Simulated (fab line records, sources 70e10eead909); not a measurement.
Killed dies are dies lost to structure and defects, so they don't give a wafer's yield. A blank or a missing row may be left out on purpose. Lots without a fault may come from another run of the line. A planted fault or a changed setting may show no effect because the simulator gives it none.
A struck lot beside a sound one | flow nand_harc | 15 steps out of a route of 1159
Sound: wafers L485.1, L485.4, L485.5. Struck: wafers L498.1, L498.4. (L498.3 of the same lot was not struck and is left out.) The cause comes at the end.
At each step with rows: each side's tool, then ch and its chambers, then its first start. Under that, the readings that differ: sound wafers | struck wafers | difference of the means | sigmas: that difference in standard deviations of wafers without a fault.
alike: readings whose means differ by less than 2 such deviations, and words and numbers that are the same on both sides. not compared: withheld readings, readings that some wafer has no value for, bounds like >300 that may hide the same value, and numbers for which the record gives no deviation and whose values overlap.
The two part at a step that has a row with sigmas, a row that says differs or no value, or rows on one side only. Numbers that don't overlap but have no deviation are shown without sigmas and don't part them. A reading that every wafer of one side lacks parts them only if that side has two wafers or more.

NHARC_P_CONTACT_DESCUM_17: chemistry O2, time 3 s.
  sound on rie_diel-08 ch 2,3, day 5 22:08; struck on rie_diel-06 ch 0,2, day 8 22:53
  reading             | sound             | struck      | difference | sigmas
  o2_flow_sccm (sccm) | 201.2 200.0 200.4 | 199.9 198.7 | -1.2       | -2
  alike: drypump_motor_current_A, oes_product_au, rf_vpp_V, showerhead_plenum_p_Torr, throttle_valve_pct
  not compared: rf_hours_counter_h
NHARC_P_CONTACT_ETCH_35: etches the open film in CF4, target depth 39 nm, time 65 s.
  sound on rie_diel-08 ch 1,2,3, day 5 22:13; struck on rie_diel-06 ch 0,2, day 8 22:59
  alike: cf4_flow_sccm, drypump_motor_current_A, oes_product_au, rf_vpp_V, showerhead_plenum_p_Torr, throttle_valve_pct
  not compared: rf_hours_counter_h
NHARC_P_CONTACT_ETCH_36: etches the open film in N2/H2, target depth 260 nm, time 406.25 s.
  sound on rie_diel-08 ch 0,2; struck on rie_diel-06 ch 0,3
  alike: drypump_motor_current_A, oes_product_au, rf_vpp_V, showerhead_plenum_p_Torr, throttle_valve_pct
  not compared: rf_hours_counter_h
then, 2 steps without rows for these wafers: NHARC_P_CONTACT_ETCH_18 (etches the open film in C4F8/O2/Ar, target depth 481 nm, time 240.5 s); NHARC_P_CONTACT_STRIP_37 (strips in C4F8/O2/Ar).
NHARC_P_CONTACT_ETCH_31: etches the open film in CH3F/O2, target depth 30 nm, time 85.7 s.
  sound on rie_diel-08 ch 0,1,3; struck on rie_diel-06 ch 2,3
  alike: drypump_motor_current_A, o2_flow_sccm, oes_product_au, rf_vpp_V, showerhead_plenum_p_Torr, throttle_valve_pct
  not compared: rf_hours_counter_h
NHARC_P_CONTACT_CD_MEAS_19:
  sound on cd_sem-01, day 5 23:00; struck on cd_sem-01, day 8 23:54
  alike: cd_nm
then, 4 steps without rows for these wafers: NHARC_P_CONTACT_STRIP_28 (strips in O2); NHARC_P_CONTACT_STRIP_29 (strips in post etch residue remover, time 1200 s); NHARC_P_CONTACT_DEGAS_38 (time 60 s); NHARC_P_CONTACT_PRE_CLEAN_39 (time 19.5 s).
NHARC_P_CONTACT_PVD_32: deposits Ti, target thk 5 nm, time 17.7 s.
  sound on pvd_sputter-02; struck on pvd_sputter-02
  alike: cathode_dc_power_W, throttle_valve_pct
NHARC_P_CONTACT_ALD_22: deposits TiN, target thk 3 nm, pulse time 1 s, ald cycles 150.
  sound on ald_metal-03 ch 0,3, day 6 00:02; struck on ald_metal-01 ch 0,2, day 9 00:52
  reading    | sound       | struck | difference | sigmas
  ald_cycles | 150 150 150 | 70 70  | -80        |
  alike: heater_power_w, precursor_pulse_height_rel
then, 1 step without rows for these wafers: NHARC_P_CONTACT_CVD_23 (deposits W, target thk 200 nm, time 557 s).
-- the record jumps here: 15 days lie between the struck wafers' starts before and after (it left off in module P_CONTACT and takes up again in module END, whose first step shown is number 1159 of the route) --
NHARC_END_SORT_01:
  the record has rows for the struck wafers here (prober-02 ch 0, day 24 04:52) and none for the sound ones

WHERE THEY PART
First at NHARC_P_CONTACT_DESCUM_17; last, within this record, at NHARC_END_SORT_01.

WHY: what the simulator had put in
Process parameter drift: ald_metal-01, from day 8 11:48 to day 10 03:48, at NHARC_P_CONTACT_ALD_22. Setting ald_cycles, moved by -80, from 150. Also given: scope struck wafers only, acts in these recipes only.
